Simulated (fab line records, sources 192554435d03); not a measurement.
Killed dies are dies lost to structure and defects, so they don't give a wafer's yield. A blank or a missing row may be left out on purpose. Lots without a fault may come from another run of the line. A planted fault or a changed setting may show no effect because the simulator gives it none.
fab line records | flow n5_finfet
record lots=24 wafers=72 last_day=19
route steps=1938 shown PMOS_HMC_CHANNEL_EPI@66 FIN_SAQP@118
lots that met no fault: from a run of the same line without faults
start_h: hours from the record's first day to the start of the lot's first wafer shown | wait_h: hours since the lot's step before | " the same as in the row above | L1.1+2: a row that stands for several wafers | - no value, or no start given | * or withheld: withheld | < > ~ a bound
route shown NAME@n: a module of which the file shows steps, and the number in the route of the first | usual: mean/standard deviation of fault-free wafers | same: alike in all rows | chamber/n: place in a boat | sites: the reading at each site | _std_site: their standard deviation | _edge_site: outer sites' mean less inner sites' | radius_mm: how far each site lies from the wafer's centre | mask NAME#n: copy n | behind: the tool/chamber that last shaped the wafer | hold: why the lot was held/for how many hours/how that ended | device: the transistor (n, p or np) that didn't switch | end of line: the same wafers' tests at the end of the route | a step without rows: its recipe alone | killed: dies lost to structure and defects at the first sort, not the wafer's yield | map: a wafer's dies, x killed, . not, _ none there
set.NAME: the setting as run; set.NAME@STEP: as run at that earlier step | model.NAME: the simulator's own value behind a step, which no gauge read
steps of the route over a sample of lots; a table a step, a row a wafer
services: from which hour (start_h, from the record's first day; less than 0 if before it) a tool's chamber was out of use, for how many hours, and why
## steps
# step N5_PMOS_HMC_CHANNEL_EPI_OVL_MEAS_10
# recipe points_per_wafer=44
# usual PMOS_HMC_BLK_OVL=0.2/0.65
# columns lot.wafer tool chamber start_h wait_h PMOS_HMC_BLK_OVL[nm]
L074.2 overlay-02 0 17.60 0.0 0.5
L074.4 " 0 " " 0.7
L074.5 " 0 " " 0.7
L075.1 overlay-01 0 29.53 0.0 -0.1
L075.3 " 0 " " -0.4
L075.5 " 0 " " -1.0
L076.1 overlay-02 0 32.70 0.0 0.3
L076.2 " 0 " " 0.7
L076.6 " 0 " " 0.1
L077.2 overlay-01 0 35.65 0.0 -0.4
L077.3 " 0 " " -0.8
L077.4 " 0 " " -0.5
L078.1 overlay-02 0 42.77 0.0 0.9
L078.2 " 0 " " 1.1
L078.6 " 0 " " 0.3
L079.3 overlay-01 0 47.60 0.0 0.4
L079.4 " 0 " " 0.6
L079.6 " 0 " " 0.4
L080.1 overlay-02 0 53.66 0.0 0.1
L080.2 " 0 " " 0.5
L080.6 " 0 " " 0.1
L081.2 overlay-02 0 59.38 0.0 -0.5
L081.3 " 0 " " 1.2
L081.5 " 0 " " 0.5
L082.2 overlay-01 0 65.33 0.0 -0.9
L082.5 " 0 " " -0.3
L082.6 " 0 " " -0.7
L083.1 overlay-02 0 71.61 0.0 1.0
L083.2 " 0 " " 0.5
L083.3 " 0 " " 0.3
L084.1 overlay-02 0 78.14 0.0 0.6
L084.3 " 0 " " 0.2
L084.6 " 0 " " 0.8
L085.1 overlay-01 0 83.76 0.0 0.9
L085.2 " 0 " " 0.4
L085.6 " 0 " " 0.0
L086.4 overlay-02 0 90.06 0.0 -0.2
L086.5 " 0 " " -0.5
L086.6 " 0 " " 0.5
L087.1 overlay-01 0 95.54 0.0 0.2
L087.3 " 0 " " -0.6
L087.5 " 0 " " 0.1
L088.2 overlay-02 0 103.24 0.0 1.1
L088.3 " 0 " " 0.4
L088.6 " 0 " " 0.2
L089.3 overlay-01 0 108.06 0.0 -0.3
L089.4 " 0 " " -0.2
L089.6 " 0 " " -0.9
L090.1 overlay-01 0 113.30 0.0 -1.3
L090.4 " 0 " " -0.1
L090.6 " 0 " " 0.7
L091.1 overlay-01 0 119.02 0.0 0.7
L091.3 " 0 " " 0.5
L091.4 " 0 " " 1.3
L092.1 overlay-01 0 125.20 0.0 -0.9
L092.4 " 0 " " -0.3
L092.5 " 0 " " -0.7
L093.1 overlay-01 0 131.02 0.0 -0.1
L093.4 " 0 " " 1.3
L093.5 " 0 " " 1.0
L094.2 overlay-02 0 137.48 0.0 1.1
L094.5 " 0 " " -0.5
L094.6 " 0 " " 0.4
L095.1 overlay-01 0 143.86 0.0 0.5
L095.3 " 0 " " 0.9
L095.4 " 0 " " 0.1
L096.4 overlay-01 0 150.33 0.0 0.5
L096.5 " 0 " " 1.3
L096.6 " 0 " " 1.1
L097.1 overlay-01 0 155.33 0.0 1.0
L097.2 " 0 " " 0.9
L097.5 " 0 " " 0.8
# step N5_PMOS_HMC_CHANNEL_EPI_INSPECT_30
# recipe inspect_instrument=darkfield mode=post_epi
# usual raw_defect_count=21/7.3
# columns lot.wafer tool chamber start_h wait_h raw_defect_count
L074.2 defect_inspect-02 - 20.58 0.0 28
L074.4 " - " " 13
L074.5 " - " " 35
L075.1 defect_inspect-01 - 32.44 0.0 15
L075.3 " - " " 13
L075.5 " - " " 11
L076.1 defect_inspect-02 - 35.83 0.0 25
L076.2 " - " " 28
L076.6 " - " " 16
L077.2 defect_inspect-02 - 38.55 0.0 9
L077.3 " - " " 11
L077.4 " - " " 12
L078.1 defect_inspect-01 - 45.77 0.0 17
L078.2 " - " " 19
L078.6 " - " " 26
L079.3 defect_inspect-02 - 50.42 0.0 21
L079.4 " - " " 27
L079.6 " - " " 14
L080.1 defect_inspect-02 - 56.57 0.0 28
L080.2 " - " " 13
L080.6 " - " " 15
L081.2 defect_inspect-01 - 62.23 0.0 23
L081.3 " - " " 12
L081.5 " - " " 39
L082.2 defect_inspect-02 - 68.18 0.0 13
L082.5 " - " " 20
L082.6 " - " " 20
L083.1 defect_inspect-01 - 74.42 0.0 18
L083.2 " - " " 23
L083.3 " - " " 17
L084.1 defect_inspect-02 - 82.33 0.0 22
L084.3 " - " " 20
L084.6 " - " " 18
L085.1 defect_inspect-02 - 88.49 0.0 16
L085.2 " - " " 17
L085.6 " - " " 27
L086.4 defect_inspect-02 - 93.21 0.0 21
L086.5 " - " " 21
L086.6 " - " " 22
L087.1 defect_inspect-01 - 98.91 0.0 22
L087.3 " - " " 16
L087.5 " - " " 19
L088.2 defect_inspect-02 - 106.14 0.0 21
L088.3 " - " " 31
L088.6 " - " " 24
L089.3 defect_inspect-02 - 111.26 0.0 17
L089.4 " - " " 27
L089.6 " - " " 24
L090.1 defect_inspect-02 - 117.16 0.0 23
L090.4 " - " " 25
L090.6 " - " " 21
L091.1 defect_inspect-02 - 122.75 0.0 18
L091.3 " - " " 21
L091.4 " - " " 41
L092.1 defect_inspect-02 - 128.42 0.0 23
L092.4 " - " " 18
L092.5 " - " " 36
L093.1 defect_inspect-01 - 133.92 0.0 11
L093.4 " - " " 15
L093.5 " - " " 18
L094.2 defect_inspect-01 - 140.30 0.0 23
L094.5 " - " " 12
L094.6 " - " " 11
L095.1 defect_inspect-01 - 148.15 0.0 12
L095.3 " - " " 18
L095.4 " - " " 18
L096.4 defect_inspect-02 - 154.07 0.0 14
L096.5 " - " " 25
L096.6 " - " " 18
L097.1 defect_inspect-01 - 159.45 0.0 19
L097.2 " - " " 18
L097.5 " - " " 18
# step N5_FIN_SAQP_HM_OPEN_73
# recipe chemistry=CHF3/O2 target=SiO2 stop_on=a-Si target_depth_a=120 over_etch_frac=1.8 mask_material=SOC time_s=16.8 pressure_mtorr=30 source_w=650 bias_w=170 Ar_flow_sccm=200 CHF3_flow_sccm=50 O2_flow_sccm=5 ion_energy_ev=200 ends=end_point
# usual CHF3_flow_sccm=49.99/0.15 chamber_pressure_mTorr=30.00/0.03 drypump_motor_current_A=5.9/0.43 oes_f_703_au=0.77/0.067 oes_product_au=0.47/0.04 rf_fwd_power_W=645.1/2.3 rf_vpp_V=523/13 showerhead_plenum_p_Torr=2.44/0.065 throttle_valve_pct=18.90/0.24
# columns lot.wafer tool chamber start_h wait_h CHF3_flow_sccm chamber_pressure_mTorr drypump_motor_current_A oes_f_703_au oes_product_au rf_fwd_power_W rf_hours_counter_h rf_vpp_V showerhead_plenum_p_Torr throttle_valve_pct
L074.2 rie_diel-01 3 23.63 0.0 49.80 29.96 6.1 0.79 0.45 644.7 164 541 2.41 19.11
L074.4 " 0 " " 49.96 29.97 6.5 0.79 0.50 645.5 83 530 2.52 18.77
L074.5 " 0 " " 50.10 29.96 6.5 0.79 0.51 645.3 - 529 2.52 18.77
L075.1 rie_diel-06 2 34.90 0.0 50.11 30.02 5.4 0.79 0.48 646.3 139 507 2.40 18.62
L075.3 " 1 " " 50.26 29.95 6.5 0.70 0.45 640.5 184 536 2.50 19.10
L075.5 " 2 " " 50.01 30.05 5.4 0.78 0.47 646.2 - 506 2.40 18.62
L076.1 rie_diel-06 3 37.63 0.0 50.00 29.96 5.3 0.64 0.42 642.7 244 526 2.50 19.34
L076.2 " 2 " " 50.06 29.96 5.4 0.79 0.47 649.2 141 506 2.40 18.61
L076.6 " 2 " " 50.05 29.97 5.4 0.79 0.47 649.9 - 509 2.40 18.60
L077.2 rie_diel-01 2 41.18 0.0 49.94 29.92 6.2 0.68 0.41 646.0 240 524 2.48 19.33
L077.3 " 0 " " 49.88 30.01 6.5 0.79 0.50 647.6 90 530 2.52 18.81
L077.4 " 1 " " 49.94 30.04 6.0 0.72 0.45 646.4 120 527 2.34 18.80
L078.1 rie_diel-01 0 47.31 0.0 50.20 29.98 6.5 0.79 0.50 643.2 93 529 2.52 18.78
L078.2 " 1 " " 50.25 30.00 6.0 0.73 0.45 646.2 122 524 2.34 18.81
L078.6 " 0 " " 50.17 30.00 6.5 0.78 0.50 645.5 - 530 2.52 18.80
L079.3 rie_diel-03 0 52.11 0.0 49.80 30.02 6.1 0.82 0.45 643.6 126 492 2.44 19.14
L079.4 " 1 " " 50.04 29.93 5.5 0.87 0.51 643.4 42 518 2.46 18.96
L079.6 " 2 " " 50.15 29.98 5.4 0.73 0.45 644.5 - 532 2.40 18.50
L080.1 rie_diel-03 2 58.06 0.0 50.27 30.02 5.4 0.73 0.45 648.0 133 531 2.40 18.50
L080.2 " 1 " " 49.69 30.01 5.5 0.87 0.51 638.7 45 520 2.46 18.94
L080.6 " 1 " " 50.05 30.01 5.5 0.87 0.51 642.3 - 518 2.46 18.96
L081.2 rie_diel-03 2 63.95 0.0 49.86 30.00 5.4 0.72 0.45 641.4 135 534 2.40 18.50
L081.3 " 0 " " 50.05 29.98 6.1 0.82 0.45 645.8 130 491 2.44 19.17
L081.5 " 0 " " 49.85 29.98 6.1 0.82 0.45 643.4 - 490 2.44 19.15
L082.2 rie_diel-01 3 70.00 0.0 50.08 29.97 6.1 0.77 0.44 646.7 187 538 2.40 19.13
L082.5 " 3 " " 49.99 29.99 6.1 0.77 0.45 643.5 - 537 2.40 19.15
L082.6 " 1 " " 50.28 30.01 6.0 0.71 0.44 644.3 - 525 2.33 18.81
L083.1 rie_diel-01 3 75.92 0.0 49.98 29.98 6.1 0.77 0.44 646.2 190 539 2.40 19.16
L083.2 " 0 " " 50.02 30.05 6.5 0.78 0.49 646.9 104 528 2.51 18.81
L083.3 " 1 " " 50.06 29.99 5.9 0.72 0.44 644.5 133 526 2.33 18.83
L084.1 rie_diel-01 0 84.32 0.0 50.08 30.01 6.4 0.76 0.48 645.9 108 530 2.51 18.82
L084.3 " 1 " " 50.06 29.96 5.9 0.72 0.45 643.1 137 526 2.33 18.83
L084.6 " 1 " " 49.87 29.97 5.9 0.72 0.44 642.2 - 525 2.33 18.83
L085.1 rie_diel-01 1 91.75 0.0 49.83 29.98 6.0 0.72 0.44 644.4 140 526 2.33 18.83
L085.2 " 0 " " 50.12 30.00 6.5 0.77 0.49 649.1 110 529 2.51 18.81
L085.6 " 3 " " 49.68 29.99 6.1 0.77 0.44 644.1 - 537 2.39 19.18
L086.4 rie_diel-06 2 96.07 0.0 49.83 29.98 5.4 0.77 0.46 644.0 165 506 2.39 18.65
L086.5 " 1 " " 50.13 30.03 6.5 0.68 0.44 642.7 - 537 2.49 19.16
L086.6 " 0 " " 49.99 30.01 5.7 0.81 0.48 645.8 - 499 2.54 18.85
L087.1 rie_diel-01 3 100.66 0.0 50.11 29.99 6.1 0.77 0.45 645.1 200 538 2.39 19.16
L087.3 " 1 " " 49.93 30.05 5.9 0.71 0.45 646.5 143 525 2.33 18.84
L087.5 " 1 " " 49.84 30.01 5.9 0.70 0.45 645.3 - 526 2.33 18.83
L088.2 rie_diel-01 1 107.88 0.0 50.05 29.98 6.0 0.71 0.44 645.8 146 525 2.33 18.83
L088.3 " 3 " " 50.01 30.02 6.1 0.76 0.43 643.3 202 537 2.39 19.17
L088.6 " 1 " " 50.12 30.05 5.9 0.70 0.45 647.7 - 525 2.33 18.83
L089.3 rie_diel-06 2 113.05 0.0 50.09 30.01 5.4 0.76 0.46 644.0 171 506 2.39 18.66
L089.4 " 1 " " 50.07 30.03 6.5 0.68 0.43 642.4 216 536 2.49 19.14
L089.6 " 2 " " 50.12 29.98 5.3 0.76 0.45 642.9 - 508 2.39 18.66
L090.1 rie_diel-06 3 118.79 0.0 50.08 29.97 5.3 0.84 0.53 644.1 18 523 2.49 18.89
L090.4 " 2 " " 49.93 29.99 5.4 0.76 0.46 650.1 173 506 2.39 18.67
L090.6 " 3 " " 50.09 30.01 5.3 0.84 0.54 643.9 - 526 2.49 18.89
L091.1 rie_diel-01 3 124.82 0.0 50.03 29.97 6.1 0.76 0.44 647.2 208 538 2.39 19.19
L091.3 " 2 " " 50.02 30.05 6.2 0.92 0.56 649.9 13 523 2.47 18.89
L091.4 " 0 " " 49.98 29.97 6.5 0.75 0.48 649.8 123 529 2.51 18.85
L092.1 rie_diel-03 0 129.91 0.0 50.15 30.05 6.1 0.78 0.43 645.8 158 491 2.43 19.20
L092.4 " 2 " " 50.13 29.98 5.4 0.71 0.44 648.1 163 532 2.39 18.53
L092.5 " 1 " " 49.87 29.97 5.5 0.85 0.51 642.8 - 521 2.45 18.97
L093.1 rie_diel-06 0 135.89 0.0 49.94 30.01 5.7 0.80 0.47 647.2 107 500 2.54 18.87
L093.4 " 2 " " 49.83 30.00 5.4 0.75 0.46 644.1 178 507 2.39 18.67
L093.5 " 0 " " 49.90 29.99 5.8 0.80 0.48 649.1 - 499 2.54 18.86
L094.2 rie_diel-06 0 143.95 0.0 49.86 30.03 5.7 0.80 0.47 645.5 108 500 2.54 18.89
L094.5 " 3 " " 50.09 30.04 5.3 0.84 0.52 645.0 - 527 2.48 18.91
L094.6 " 2 " " 50.04 30.01 5.4 0.75 0.44 644.6 - 506 2.39 18.69
L095.1 rie_diel-03 1 150.56 0.0 50.14 30.00 5.5 0.85 0.50 642.7 64 518 2.45 18.99
L095.3 " 3 " " 50.20 30.04 6.3 0.81 0.50 642.1 68 521 2.34 18.36
L095.4 " 0 " " 50.22 30.01 6.1 0.78 0.44 643.1 165 490 2.42 19.22
L096.4 rie_diel-01 0 155.62 0.0 50.04 30.01 6.5 0.75 0.47 649.4 134 528 2.50 18.86
L096.5 " 3 " " 49.97 30.00 6.1 0.75 0.43 643.3 - 538 2.39 19.19
L096.6 " 2 " " 49.94 30.03 6.3 0.91 0.54 645.2 - 523 2.47 18.93
L097.1 rie_diel-03 1 161.10 0.0 49.95 30.03 5.5 0.83 0.49 644.3 67 519 2.45 18.98
L097.2 " 3 " " 49.97 30.00 6.3 0.82 0.50 644.5 72 522 2.34 18.39
L097.5 " 2 " " 49.88 29.99 5.4 0.70 0.43 643.9 - 531 2.39 18.57
# step N5_FIN_SAQP_CD_MEAS_27
# recipe target_cd_nm=20 landing_energy_ev=1000 detector=se_inlens polarity=line
# usual cd_nm=20.28/0.26
# columns lot.wafer tool chamber start_h wait_h cd_nm
L074.2 cd_sem-03 0 25.51 0.1 19.96
L074.4 " 0 " " 20.12
L074.5 " 0 " " 21.10
L075.1 cd_sem-02 0 37.13 0.1 20.50
L075.3 " 0 " " 20.03
L075.5 " 0 " " 20.28
L076.1 cd_sem-03 0 39.51 0.1 20.00
L076.2 " 0 " " 20.27
L076.6 " 0 " " 20.03
L077.2 cd_sem-01 0 43.25 0.1 20.30
L077.3 " 0 " " 20.41
L077.4 " 0 " " 20.23
L078.1 cd_sem-03 0 49.15 0.1 20.55
L078.2 " 0 " " 20.71
L078.6 " 0 " " 20.30
L079.3 cd_sem-03 0 54.57 0.1 20.09
L079.4 " 0 " " 20.28
L079.6 " 0 " " 20.26
L080.1 cd_sem-03 0 59.87 0.1 20.62
L080.2 " 0 " " 20.37
L080.6 " 0 " " 20.25
L081.2 cd_sem-01 0 65.76 0.1 19.96
L081.3 " 0 " " 20.66
L081.5 " 0 " " 20.14
L082.2 cd_sem-02 0 71.89 0.1 20.22
L082.5 " 0 " " 20.13
L082.6 " 0 " " 20.46
L083.1 cd_sem-02 0 77.72 0.1 20.25
L083.2 " 0 " " 20.31
L083.3 " 0 " " 19.85
L084.1 cd_sem-02 0 86.35 0.1 20.61
L084.3 " 0 " " 20.41
L084.6 " 0 " " 20.51
L085.1 cd_sem-02 0 94.66 0.1 20.49
L085.2 " 0 " " 20.22
L085.6 " 0 " " 20.35
L086.4 cd_sem-01 0 97.96 0.1 19.74
L086.5 " 0 " " 20.27
L086.6 " 0 " " 20.29
L087.1 cd_sem-01 0 103.18 0.1 20.44
L087.3 " 0 " " 20.23
L087.5 " 0 " " 20.01
L088.2 cd_sem-01 0 109.86 0.1 20.13
L088.3 " 0 " " 20.34
L088.6 " 0 " " 20.35
L089.3 cd_sem-02 0 114.87 0.1 20.16
L089.4 " 0 " " 20.22
L089.6 " 0 " " 20.93
L090.1 cd_sem-03 0 121.06 0.1 20.30
L090.4 " 0 " " 20.30
L090.6 " 0 " " 20.53
L091.1 cd_sem-02 0 126.69 0.1 20.59
L091.3 " 0 " " 20.29
L091.4 " 0 " " 20.36
L092.1 cd_sem-01 0 131.71 0.1 20.93
L092.4 " 0 " " 20.42
L092.5 " 0 " " 20.20
L093.1 cd_sem-01 0 137.94 0.1 20.07
L093.4 " 0 " " 20.71
L093.5 " 0 " " 20.76
L094.2 cd_sem-01 0 145.79 0.1 20.27
L094.5 " 0 " " 20.07
L094.6 " 0 " " 20.20
L095.1 cd_sem-03 0 152.44 0.1 19.86
L095.3 " 0 " " 20.08
L095.4 " 0 " " 20.68
L096.4 cd_sem-03 0 157.43 0.1 19.86
L096.5 " 0 " " 20.04
L096.6 " 0 " " 19.99
L097.1 cd_sem-03 0 162.91 0.1 20.04
L097.2 " 0 " " 20.62
L097.5 " 0 " " 20.14
# step N5_FIN_SAQP_RECESS_63
# recipe chemistry=HF/NH3 target=SiO2 target_depth_a=180 afs_cycles=3 temp_c=30 sublimation_temp_c=180 sublimation_time_s=60
# usual drypump_motor_current_A=6.2/0.39
# columns lot.wafer tool chamber start_h wait_h drypump_motor_current_A
L074.2 vapor_etch-01 0 25.81 0.1 6.5
L074.4 " 0 " " 6.5
L074.5 " 1 " " 5.6
L075.1 vapor_etch-02 0 37.69 0.3 6.2
L075.3 " 1 " " 6.4
L075.5 " 0 " " 6.2
L076.1 vapor_etch-02 1 39.90 0.1 6.4
L076.2 " 0 " " 6.2
L076.6 " 0 " " 6.2
L077.2 vapor_etch-01 0 43.59 0.1 6.5
L077.3 " 0 " " 6.5
L077.4 " 1 " " 5.6
L078.1 vapor_etch-01 0 49.42 0.1 6.5
L078.2 " 1 " " 5.6
L078.6 " 0 " " 6.5
L079.3 vapor_etch-01 1 55.08 0.2 5.6
L079.4 " 0 " " 6.5
L079.6 " 1 " " 5.6
L080.1 vapor_etch-01 1 60.15 0.1 5.6
L080.2 " 0 " " 6.5
L080.6 " 1 " " 5.6
L081.2 vapor_etch-02 1 66.02 0.1 6.4
L081.3 " 1 " " 6.4
L081.5 " 0 " " 6.2
L082.2 vapor_etch-01 1 72.15 0.1 5.6
L082.5 " 1 " " 5.6
L082.6 " 0 " " 6.5
L083.1 vapor_etch-02 1 77.99 0.1 6.4
L083.2 " 0 " " 6.2
L083.3 " 0 " " 6.3
L084.1 vapor_etch-01 0 86.62 0.1 6.5
L084.3 " 0 " " 6.5
L084.6 " 0 " " 6.5
L085.1 vapor_etch-02 0 95.14 0.1 6.2
L085.2 " 1 " " 6.4
L085.6 " 0 " " 6.2
L086.4 vapor_etch-01 1 98.34 0.2 5.6
L086.5 " 1 " " 5.6
L086.6 " 0 " " 6.5
L087.1 vapor_etch-02 1 103.45 0.1 6.4
L087.3 " 0 " " 6.2
L087.5 " 1 " " 6.4
L088.2 vapor_etch-01 0 110.12 0.1 6.5
L088.3 " 1 " " 5.6
L088.6 " 0 " " 6.5
L089.3 vapor_etch-02 0 115.26 0.2 6.2
L089.4 " 1 " " 6.4
L089.6 " 0 " " 6.2
L090.1 vapor_etch-01 1 121.33 0.1 5.6
L090.4 " 1 " " 5.6
L090.6 " 1 " " 5.6
L091.1 vapor_etch-02 0 126.96 0.1 6.2
L091.3 " 1 " " 6.4
L091.4 " 0 " " 6.2
L092.1 vapor_etch-01 0 131.98 0.1 6.5
L092.4 " 1 " " 5.6
L092.5 " 1 " " 5.6
L093.1 vapor_etch-02 0 138.54 0.1 6.2
L093.4 " 0 " " 6.2
L093.5 " 0 " " 6.2
L094.2 vapor_etch-02 0 146.12 0.1 6.2
L094.5 " 0 " " 6.2
L094.6 " 1 " " 6.4
L095.1 vapor_etch-01 1 152.71 0.1 5.6
L095.3 " 1 " " 5.6
L095.4 " 0 " " 6.5
L096.4 vapor_etch-01 1 157.81 0.1 5.6
L096.5 " 0 " " 6.5
L096.6 " 1 " " 5.6
L097.1 vapor_etch-01 0 163.18 0.1 6.5
L097.2 " 1 " " 5.6
L097.5 " 0 " " 6.5
# step N5_FIN_SAQP_ETCH_67
# recipe chemistry=CH3F/O2 target=SiNx target_depth_a=300 mask_material=SOC pressure_mtorr=30 source_w=395 bias_w=73 Ar_flow_sccm=150 CH3F_flow_sccm=30 O2_flow_sccm=20 ion_energy_ev=120
# usual chamber_pressure_mTorr=30.001/0.027 drypump_motor_current_A=6.0/0.43 oes_f_703_au=0.77/0.072 oes_product_au=0.78/0.075 rf_fwd_power_W=390.9/1.7 rf_vpp_V=297/7.1 showerhead_plenum_p_Torr=2.03/0.059 throttle_valve_pct=16.44/0.22
# columns lot.wafer tool chamber start_h wait_h chamber_pressure_mTorr drypump_motor_current_A oes_f_703_au oes_product_au rf_fwd_power_W rf_hours_counter_h rf_vpp_V showerhead_plenum_p_Torr throttle_valve_pct
L074.2 rie_diel-06 0 26.40 0.0 30.037 5.7 0.84 0.84 392.6 77 284 2.12 16.33
L074.4 " 3 " " 30.007 5.3 0.65 0.66 388.8 237 298 2.08 16.88
L074.5 " 3 " " 29.985 5.3 0.65 0.66 389.5 - 298 2.08 16.88
L075.1 rie_diel-06 2 38.24 0.0 30.021 5.4 0.78 0.77 391.9 141 288 2.00 16.22
L075.3 " 1 " " 30.024 6.5 0.71 0.73 389.0 186 303 2.07 16.60
L075.5 " 2 " " 29.973 5.4 0.78 0.77 392.9 - 288 2.00 16.22
L076.1 rie_diel-06 3 40.46 0.0 29.998 5.2 0.65 0.65 388.1 247 299 2.07 16.89
L076.2 " 1 " " 29.983 6.5 0.71 0.74 389.5 188 304 2.07 16.60
L076.6 " 2 " " 30.014 5.4 0.78 0.78 392.0 - 288 2.00 16.21
L077.2 rie_diel-06 1 44.26 0.0 30.013 6.6 0.71 0.73 390.0 190 304 2.07 16.60
L077.3 " 2 " " 30.023 5.4 0.78 0.76 392.8 145 286 2.00 16.21
L077.4 " 3 " " 29.963 5.3 0.64 0.65 390.7 249 298 2.07 16.89
L078.1 rie_diel-01 3 49.93 0.0 30.031 6.1 0.78 0.77 391.1 179 306 1.99 16.66
L078.2 " 1 " " 29.989 5.9 0.72 0.75 389.2 123 298 1.94 16.37
L078.6 " 1 " " 29.982 5.9 0.72 0.75 391.6 - 298 1.94 16.36
L079.3 rie_diel-06 0 55.47 0.0 30.000 5.7 0.83 0.83 394.2 83 285 2.12 16.35
L079.4 " 2 " " 29.977 5.4 0.78 0.76 391.4 - 288 1.99 16.23
L079.6 " 1 " " 29.975 6.5 0.71 0.72 389.9 - 305 2.07 16.63
L080.1 rie_diel-06 2 60.65 0.0 29.949 5.4 0.77 0.77 392.4 153 289 1.99 16.23
L080.2 " 1 " " 30.033 6.5 0.70 0.73 391.5 198 304 2.07 16.62
L080.6 " 2 " " 30.020 5.4 0.77 0.77 391.3 - 288 1.99 16.23
L081.2 rie_diel-01 3 66.53 0.0 29.930 6.1 0.78 0.77 392.2 185 306 1.99 16.65
L081.3 " 0 " " 30.022 6.4 0.77 0.80 389.7 100 301 2.09 16.34
L081.5 " 0 " " 30.003 6.5 0.76 0.80 390.7 - 300 2.09 16.33
L082.2 rie_diel-06 0 72.66 0.0 30.008 5.8 0.82 0.83 391.6 88 285 2.11 16.36
L082.5 " 0 " " 30.015 5.8 0.82 0.82 390.4 - 284 2.11 16.34
L082.6 " 1 " " 29.999 6.5 0.70 0.72 389.1 - 304 2.07 16.63
L083.1 rie_diel-01 0 78.54 0.0 29.979 6.5 0.75 0.79 391.1 105 300 2.09 16.33
L083.2 " 1 " " 30.048 5.9 0.72 0.73 390.7 134 299 1.94 16.39
L083.3 " 3 " " 30.004 6.1 0.78 0.75 390.8 191 305 1.98 16.65
L084.1 rie_diel-01 1 87.31 0.0 29.986 6.0 0.71 0.74 389.5 138 298 1.93 16.40
L084.3 " 3 " " 29.934 6.1 0.78 0.75 392.0 195 306 1.98 16.67
L084.6 " 2 " " 29.990 6.2 0.99 1.00 392.9 - 298 2.05 16.34
L085.1 rie_diel-06 0 95.73 0.0 30.026 5.7 0.81 0.81 395.1 95 283 2.11 16.38
L085.2 " 2 " " 30.019 5.4 0.76 0.75 391.6 165 287 1.99 16.27
L085.6 " 1 " " 30.004 6.5 0.69 0.70 387.6 - 303 2.07 16.63
L086.4 rie_diel-06 0 98.74 0.0 30.039 5.7 0.81 0.82 393.6 96 283 2.11 16.37
L086.5 " 2 " " 29.983 5.4 0.76 0.75 390.2 - 288 1.99 16.25
L086.6 " 1 " " 29.952 6.5 0.70 0.71 387.8 - 305 2.07 16.65
L087.1 rie_diel-06 2 103.98 0.0 29.971 5.4 0.76 0.75 388.9 168 287 1.99 16.24
L087.3 " 1 " " 29.964 6.5 0.70 0.71 388.8 212 303 2.07 16.66
L087.5 " 3 " " 29.973 5.3 0.85 0.91 389.7 - 298 2.07 16.36
L088.2 rie_diel-01 0 110.63 0.0 30.030 6.4 0.76 0.79 390.9 118 301 2.08 16.38
L088.3 " 1 " " 30.005 5.9 0.70 0.73 390.9 147 299 1.93 16.41
L088.6 " 1 " " 30.013 6.0 0.70 0.73 390.7 - 299 1.93 16.43
L089.3 rie_diel-01 2 115.65 0.0 30.020 6.2 0.93 0.96 393.5 11 296 2.05 16.36
L089.4 " 0 " " 29.998 6.5 0.75 0.78 390.9 120 300 2.08 16.38
L089.6 " 2 " " 29.999 6.3 0.94 0.96 391.5 - 297 2.05 16.36
L090.1 rie_diel-01 0 121.84 0.0 29.976 6.5 0.75 0.78 393.1 121 300 2.08 16.37
L090.4 " 3 " " 30.016 6.1 0.76 0.74 392.6 207 304 1.98 16.70
L090.6 " 1 " " 30.007 5.9 0.70 0.73 392.1 - 298 1.93 16.43
L091.1 rie_diel-01 1 127.47 0.0 29.946 6.0 0.70 0.72 392.4 152 299 1.93 16.42
L091.3 " 2 " " 30.066 6.2 0.92 0.95 392.2 14 297 2.05 16.37
L091.4 " 3 " " 29.987 6.1 0.76 0.74 393.6 209 305 1.98 16.70
L092.1 rie_diel-03 1 132.49 0.0 29.962 5.5 0.85 0.83 387.9 57 294 2.04 16.47
L092.4 " 2 " " 29.996 5.4 0.70 0.73 393.2 164 302 1.98 16.09
L092.5 " 2 " " 30.060 5.4 0.70 0.72 392.8 - 301 1.98 16.11
L093.1 rie_diel-01 1 139.04 0.0 30.000 5.9 0.70 0.71 388.9 157 299 1.93 16.43
L093.4 " 2 " " 29.999 6.2 0.92 0.93 392.6 18 298 2.05 16.36
L093.5 " 3 " " 30.037 6.1 0.76 0.74 391.2 - 305 1.98 16.70
L094.2 rie_diel-01 2 146.70 0.0 29.972 6.2 0.91 0.94 390.6 19 298 2.05 16.38
L094.5 " 2 " " 30.000 6.2 0.92 0.94 390.6 - 297 2.05 16.36
L094.6 " 1 " " 29.978 6.0 0.69 0.72 392.2 - 298 1.93 16.44
L095.1 rie_diel-01 0 153.21 0.0 30.036 6.4 0.74 0.77 393.0 133 300 2.08 16.39
L095.3 " 2 " " 29.988 6.2 0.90 0.91 391.8 23 298 2.04 16.38
L095.4 " 1 " " 29.967 5.9 0.69 0.72 389.5 162 298 1.93 16.44
L096.4 rie_diel-03 1 158.20 0.0 29.986 5.5 0.85 0.83 389.2 66 293 2.03 16.49
L096.5 " 3 " " 30.000 6.3 0.80 0.85 388.6 - 295 1.94 15.91
L096.6 " 0 " " 30.026 6.1 0.78 0.73 390.1 - 280 2.02 16.78
L097.1 rie_diel-03 1 163.69 0.0 30.029 5.5 0.84 0.82 387.6 68 294 2.03 16.50
L097.2 " 2 " " 29.985 5.4 0.70 0.72 390.2 175 303 1.98 16.14
L097.5 " 3 " " 30.025 6.3 0.80 0.85 389.0 - 297 1.94 15.94
## services
# columns tool chamber start_h hours kind
rie_diel-03 - 11.78 0.3 repair
rie_diel-01 0 24.77 4.8 repair
rie_diel-06 0 27.07 16.7 repair
rie_diel-06 3 46.41 - clean
rie_diel-06 3 46.41 - consumable_replace:focus_ring
rie_diel-06 3 46.41 16.0 scheduled_down
rie_diel-06 3 46.41 16.0 vent_cycle
rie_diel-03 3 52.75 23.1 repair
rie_diel-01 2 66.15 - clean
rie_diel-01 2 66.15 - consumable_replace:focus_ring
rie_diel-01 2 66.15 18.8 scheduled_down
rie_diel-01 2 66.15 18.8 vent_cycle
vapor_etch-02 - 78.85 0.4 repair
rie_diel-03 1 92.41 36.0 repair
## key
fault none
